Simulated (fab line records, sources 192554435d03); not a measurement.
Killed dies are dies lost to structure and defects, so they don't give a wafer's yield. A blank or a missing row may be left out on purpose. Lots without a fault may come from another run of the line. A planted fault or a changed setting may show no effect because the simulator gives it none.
Chamber matching | flow n5_finfet | N5_DUMMY_GATE_HM_OPEN_21 on rie_diel-06: 4 sister chambers
The step chemistry CH3F/O2, target SiNx, target depth 120 nm, time 171.4 s. 20 wafers are shown with their chamber, then 10 later ones without.

WAFERS WITH THEIR CHAMBER
wafer  | chamber | drypump_motor_current_A (A) | showerhead_plenum_p_Torr (Torr) | throttle_valve_pct (%)
L076.3 | 0       | 6.0                         | 1.99                            | 16.51
L076.4 | 1       | 5.5                         | 2.01                            | 16.41
L076.5 | 2       | 5.2                         | 2.12                            | 16.70
L077.2 | 2       | 5.2                         | 2.12                            | 16.69
L077.3 | 0       | 5.9                         | 1.99                            | 16.50
L077.6 | 1       | 5.5                         | 2.01                            | 16.40
L078.1 | 1       | 5.5                         | 2.01                            | 16.44
L078.3 | 3       | 5.5                         | 2.07                            | 16.14
L078.6 | 0       | 5.9                         | 1.99                            | 16.52
L080.1 | 3       | 5.5                         | 2.07                            | 16.14
L080.4 | 2       | 5.2                         | 2.11                            | 16.71
L080.5 | 1       | 5.5                         | 2.00                            | 16.44
L086.1 | 2       | 5.2                         | 2.11                            | 16.73
L086.4 | 3       | 5.5                         | 2.06                            | 16.16
L086.5 | 0       | 5.9                         | 1.99                            | 16.54
L087.2 | 2       | 5.2                         | 2.11                            | 16.74
L087.5 | 0       | 5.8                         | 1.99                            | 16.54
L087.6 | 3       | 5.5                         | 2.06                            | 16.16
L088.3 | 3       | 5.5                         | 2.06                            | 16.16
L088.4 | 1       | 5.5                         | 2.00                            | 16.45

SIGNATURES (means of the wafers above)
reading                  | chamber 0 | chamber 1 | chamber 2 | chamber 3 | scatter within a chamber
drypump_motor_current_A  | 5.900     | 5.500     | 5.200     | 5.500     | 0.0354
showerhead_plenum_p_Torr | 1.9900    | 2.0060    | 2.1140    | 2.0640    | 0.00474
throttle_valve_pct       | 16.5220   | 16.4280   | 16.7140   | 16.1520   | 0.0183
Rule: a wafer's distance from a chamber is the root of the sum, over the readings, of the square of ((its reading less the chamber's mean) divided by the reading's scatter). The wafer belongs to the nearest chamber; if the next one is less than 2 further off, it can't be placed. The scatter: the root of (the sum of the squares of (reading less its chamber's mean) over the shown wafers, divided by (wafers less chambers)).

WAFERS WITHOUT THEIR CHAMBER
wafer  | drypump_motor_current_A (A) | showerhead_plenum_p_Torr (Torr) | throttle_valve_pct (%)
L088.6 | 5.2                         | 2.11                            | 16.74
L092.2 | 5.5                         | 2.00                            | 16.47
L092.4 | 5.5                         | 2.06                            | 16.18
L092.6 | 5.2                         | 2.11                            | 16.76
L093.1 | 5.2                         | 2.11                            | 16.76
L093.2 | 5.9                         | 1.98                            | 16.56
L093.5 | 5.5                         | 2.00                            | 16.46
L094.1 | 5.9                         | 1.98                            | 16.56
L094.2 | 5.2                         | 2.11                            | 16.76
L094.6 | 5.4                         | 2.00                            | 16.48

WHICH CHAMBER EACH WENT THROUGH
wafer  | from the rows above | in truth
L088.6 | 2                   | 2
L092.2 | 1                   | 1
L092.4 | 3                   | 3
L092.6 | 2                   | 2
L093.1 | 2                   | 2
L093.2 | 0                   | 0
L093.5 | 1                   | 1
L094.1 | 0                   | 0
L094.2 | 2                   | 2
L094.6 | 1                   | 1
Placed correctly: 10 of 10. Can't be placed from these rows: 0. Placed wrongly: 0.
